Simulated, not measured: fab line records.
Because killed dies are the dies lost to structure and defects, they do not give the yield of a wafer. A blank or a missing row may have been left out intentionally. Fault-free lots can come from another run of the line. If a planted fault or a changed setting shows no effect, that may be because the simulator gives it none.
A struck lot beside a sound one	flow n5 finfet	33 steps out of a route of 1938
Sound: the wafers L697.1, L697.3, L697.4. Struck: wafer L690.1 (left out: L690.2, a lot-mate that was not struck); the cause follows at the end.
Each step with rows lists, per side, the tool, then ch with its chambers, then its first start. Under that, the readings that differ: sound wafers	struck wafers	difference of the means	sigmas: that difference in standard deviations of wafers without a fault.
alike: words and numbers the same on both sides, and readings whose means are apart by under 2 such deviations; not compared: readings that were withheld, readings missing a value for some wafer, numbers with overlapping values and no deviation given by the record, and bounds like >300 which may hide the same value.
A row with sigmas, a row that says differs or no value, or rows on one side alone: a step with any of these is where the two part. When numbers do not overlap yet have no deviation, they are printed without sigmas and do not part them. A reading missing from all wafers of one side parts the sides only when that side holds two or more wafers.

first, 7 steps without rows for these wafers: N5_BEOL_M15_COAT_22 (resist thk 800 nm); N5_BEOL_M15_EBR_24; N5_BEOL_M15_SOFTBAKE_23 (time 60 s); N5_BEOL_M15_EXPOSE_25 (exposes mask M15, target cd 400 nm); N5_BEOL_M15_PEB_26 (peb time 90 s); N5_BEOL_M15_DEVELOP_27 (develop time 45 s); N5_BEOL_M15_HARDBAKE_32 (time 120 s).
N5_BEOL_M15_CD_MEAS_28: target cd 407.6 nm.
  sound on cd sem-03 ch 0, day 15 04:30; struck on cd sem-03 ch 0, day 13 08:51
  alike: cd nm
N5_BEOL_M15_OVL_MEAS_29:
  sound on overlay-02 ch 0, day 15 04:32; struck on overlay-01 ch 0, day 13 08:53
  alike: M15_OVL
N5_BEOL_M15_INSPECT_30: inspects for defects (macro).
  sound on defect inspect-02, day 15 04:34; struck on defect inspect-02, day 13 08:55
  alike: raw defect count
then, 2 steps without rows for these wafers: N5_BEOL_M15_DESCUM_33 (chemistry O2, time 7.9 s); N5_BEOL_M15_ETCH_61 (etches BARC in N2/H2, target depth 89 nm, overetch 26.7 nm, time 67.9 s).
N5_BEOL_M15_TRENCH_ETCH_34: etches SiO2 in C4F8/O2/Ar, target depth 872.93 nm, time 199 s.
  sound on rie diel-01 ch 0,1,2, day 15 05:21; struck on rie diel-03 ch 1, day 13 09:02
reading	sound	struck	difference	sigmas
drypump motor current A (A)	4.9 5.7 5.8	6.6	+1.1	+2
rf hours counter h (h)	128 188 92	239	+103	
model.etch.depth nm (nm)	887.2 874.4 880.3	646.4	-234.2	
model.coat_of_BEOL_M15_COAT_22.thk nm (nm)	533.4 539.8 537	588.6	+51.9	
  alike: oes_f_703_au, oes product au, rf vpp V, showerhead plenum p Torr, throttle valve pct
then, 6 steps without rows for these wafers: N5_BEOL_M15_STRIP_36 (strips in O2); N5_BEOL_M15_STRIP_62 (strips in O2); N5_BEOL_M15_STRIP_37 (strips in O2); N5_BEOL_M15_ETCH_38 (etches SiCN in CF4/N2, target depth 106.4 nm, time 120.5 s); N5_BEOL_M15_PRECLEAN_39 (cleans in residue remover, time 60 s); N5_BEOL_M15_SRD_40 (time 30 s, dry time 30 s).
N5_BEOL_M15_DEGAS_41: time 60 s.
  sound on pvd sputter-03, day 15 07:37; struck on pvd sputter-03, day 13 12:34
  alike: heater power w
N5_BEOL_M15_PRE_CLEAN_42: time 30 s.
  sound on pvd sputter-03, day 15 07:40; struck on pvd sputter-03, day 13 12:36
  alike: heater power w
N5_BEOL_M15_SPUTTER_43: material TaN, target thk 15 nm, time 24.19 s.
  sound on pvd sputter-03, day 15 07:42; struck on pvd sputter-03, day 13 12:38
  alike: throttle valve pct
then, 1 step without rows for these wafers: N5_BEOL_M15_SPUTTER_44 (material Ta, target thk 15 nm, time 24.19 s).
N5_BEOL_M15_SPUTTER_45: material Cu, target thk 100 nm, time 16.67 s.
  sound on pvd sputter-03, day 15 07:52; struck on pvd sputter-03, day 13 12:48
  alike: throttle valve pct
then, 1 step without rows for these wafers: N5_BEOL_M15_ECD_47 (material Cu, target thk 1860 nm).
N5_BEOL_M15_ANNEAL_48: time 90 s.
  sound on rtp anneal-01 ch 0, day 15 08:34; struck on rtp anneal-02 ch 0, day 13 13:10
reading	sound	struck	difference	sigmas
anneal temp c max	226.3 226.2 226.1	226.9	+0.7	+2
wafer_temp_C_max	225.4 225.3 225.4	226.5	+1.1	+2
N5_BEOL_M15_CMP_49: polishes, stops on SiO2, t overpolish 4.9 s, target thk 850 nm.
  sound on cmp-04 ch 0,2,3, day 15 08:51; struck on cmp-04 ch 2, day 13 13:30
reading	sound	struck	difference	sigmas
model.Cu_of_BEOL_M15_ECD_47.thk nm (nm)	864.6 851.6 857.4	622.2	-235.7	
  alike: clearing platen rpm, motor current A, retaining ring pressure frac
N5_BEOL_M15_THK_MEAS_50: measures by xrf.
  sound on film metro-02, day 15 09:09; struck on film metro-02, day 13 13:46
reading	sound	struck	difference	sigmas
M15_THK (nm)	862 847 858	634	-222	-22
then, 2 steps without rows for these wafers: N5_BEOL_M15_PRE_CLEAN_52 (time 15 s); N5_BEOL_M15_DEP_53 (deposits SiCN from 3MS/NH3, target thk 50 nm, time 17.8 s).
N5_BEOL_M15_RS_MEAS_54: uses a four-point probe to measure.
  sound on film metro-01, day 15 09:17; struck on film metro-02, day 13 13:53
reading	sound	struck	difference	sigmas
M15_RS (ohm/sq)	0.02116 0.02157 0.0214	0.02967	+0.00829	+35
N5_BEOL_M15_INSPECT_55: inspects for defects (darkfield).
  sound on defect inspect-02, day 15 09:19; struck on defect inspect-02, day 13 13:55
reading	sound	struck	difference	sigmas
raw defect count	42 62 81	108	+46	+2
N5_PASSIVATION_PROBE_49:
  sound on prober-02, day 16 00:58; struck on prober-02, day 14 03:44
reading	sound	struck	difference	sigmas
sort_bin_8_speed (%)	0 0 0	0.08	+0.08	
  alike: defect limited yield, killed_at_M0_to_M3, killed_at_M4_up, killed at contacts, killed at front end, killed at other, killed dies, killed open, killed short, sort_bin_5_function, sort_bin_6_memory, sort n pass, sort yield pct

== WHERE THEY PART ==
First at N5_BEOL_M15_TRENCH_ETCH_34; last, within this record, at N5_BEOL_M15_INSPECT_55. Later steps at which nothing parts them and some readings are alike: N5_PASSIVATION_PROBE_49.

WHY: whatever the simulator had introduced
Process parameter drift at N5_BEOL_M15_TRENCH_ETCH_34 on rie diel-03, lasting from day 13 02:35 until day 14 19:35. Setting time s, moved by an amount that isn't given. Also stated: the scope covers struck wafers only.
